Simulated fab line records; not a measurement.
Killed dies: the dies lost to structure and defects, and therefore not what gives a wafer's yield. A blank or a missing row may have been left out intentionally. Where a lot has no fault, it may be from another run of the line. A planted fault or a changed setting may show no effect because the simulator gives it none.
Lot-split experiment    flow n5_finfet    route with 1938 steps; 7 lots, 21 wafers read

== THE SPLIT ITSELF ==
At N5_DUMMY_GATE_COAT_28 (time 60 s, resist thk 10 nm), the setting spin_rpm was moved away from the recipe's 1500 rpm on 8 of the 21 wafers read, by -8.6% to +8.5%. For the rest of the wafers, this setting stayed at what the recipe calls for.

The split's own step is where the reading is taken.

== THE READING ==
underlayer_of_DUMMY_GATE_COAT_28.thk_nm (the simulator's own value, which no gauge read), in nm, at N5_DUMMY_GATE_COAT_28 (time 60 s, resist thk 10 nm). No usual value for it is given in the file.

wafer   tool, chamber at the split  spin_rpm as run, rpm  against the recipe  underlayer_of_DUMMY_GATE_COAT_28.thk_nm, nm  against lot-mates on the recipe
L075.1  litho_track-04, 0           1500                  recipe              10                                           -
L075.2  litho_track-04, 0           1454                  -3.1%               10.2                                         +0.2
L075.5  litho_track-04, 0           1454                  -3.1%               10.2                                         +0.2
L076.3  litho_track-04, 0           1500                  recipe              10                                           -
L076.4  litho_track-04, 0           1500                  recipe              10                                           -
L076.6  litho_track-04, 0           1500                  recipe              10                                           -
L082.1  litho_track-03, 0           1500                  recipe              10                                           -
L082.6  litho_track-03, 0           1500                  recipe              10                                           -
L082.4  litho_track-03, 0           1569                  +4.6%               9.8                                          -0.2
L084.1  litho_track-03, 0           1500                  recipe              10                                           -
L084.3  litho_track-03, 0           1434                  -4.4%               10.2                                         +0.2
L084.4  litho_track-03, 0           1434                  -4.4%               10.2                                         +0.2
L086.2  litho_track-02, 0           1371                  -8.6%               10.4                                         +0.4
L086.3  litho_track-02, 0           1371                  -8.6%               10.4                                         +0.4
L086.6  litho_track-02, 0           1500                  recipe              10                                           -
L091.3  litho_track-02, 0           1500                  recipe              10                                           -
L091.6  litho_track-02, 0           1500                  recipe              10                                           -
L091.4  litho_track-02, 0           1628                  +8.5%               9.6                                          -0.4
L096.1  litho_track-04, 0           1500                  recipe              10                                           -
L096.4  litho_track-04, 0           1500                  recipe              10                                           -
L096.5  litho_track-04, 0           1500                  recipe              10                                           -

THE FIT
A straight line over all 21 wafers: underlayer_of_DUMMY_GATE_COAT_28.thk_nm changes by -0.0471 nm for each +1% of spin_rpm; r = -1.00; the points scatter about the line by 0.018 nm.
The same after taking each lot's own level away (the mean of its wafers on the recipe; 21 wafers): -0.0471 nm for each +1%; r = -1.00; scatter 0.018 nm.
According to that fit, moving spin_rpm by its largest amount changes the reading by 0.41 nm.
The lots' own levels span 10.00 to 10.00 nm.
So the lot-to-lot level changes the slope little: the two slopes agree.
Check: for one of the wafers moved furthest among these (-8.6%), held out of the fit, the line's prediction against its lot-mates is +0.414 nm. It came out at +0.4 nm against them.

== OTHER SPLITS APPLIED TO THESE WAFERS ==
Note: prior to the reading, these wafers also went through further splits. Each is held against what the fit with the lots' levels taken away leaves over:
other split on the same wafers   wafers away from the commonest value  r with underlayer_of_DUMMY_GATE_COAT_28.thk_nm (lot level and that fit taken away)
N5_ZERO_LAYER_PEB_09 peb_time_s  as run: not given for these wafers    -
N5_WELL_APT_COAT_02 spin_rpm     6                                     -0.66
N5_FIN_SAQP_ALD_61 ald_cycles    7                                     +0.06
N5_FIN_SAQP_COAT_49 spin_rpm     9                                     -0.09
N5_DUMMY_GATE_CVD_03 temp_c      15                                    -0.49

== THE FILE'S OWN FIT ==
underlayer_of_DUMMY_GATE_COAT_28.thk_nm changes by -0.0471 nm for each +1% of spin_rpm, r = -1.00.
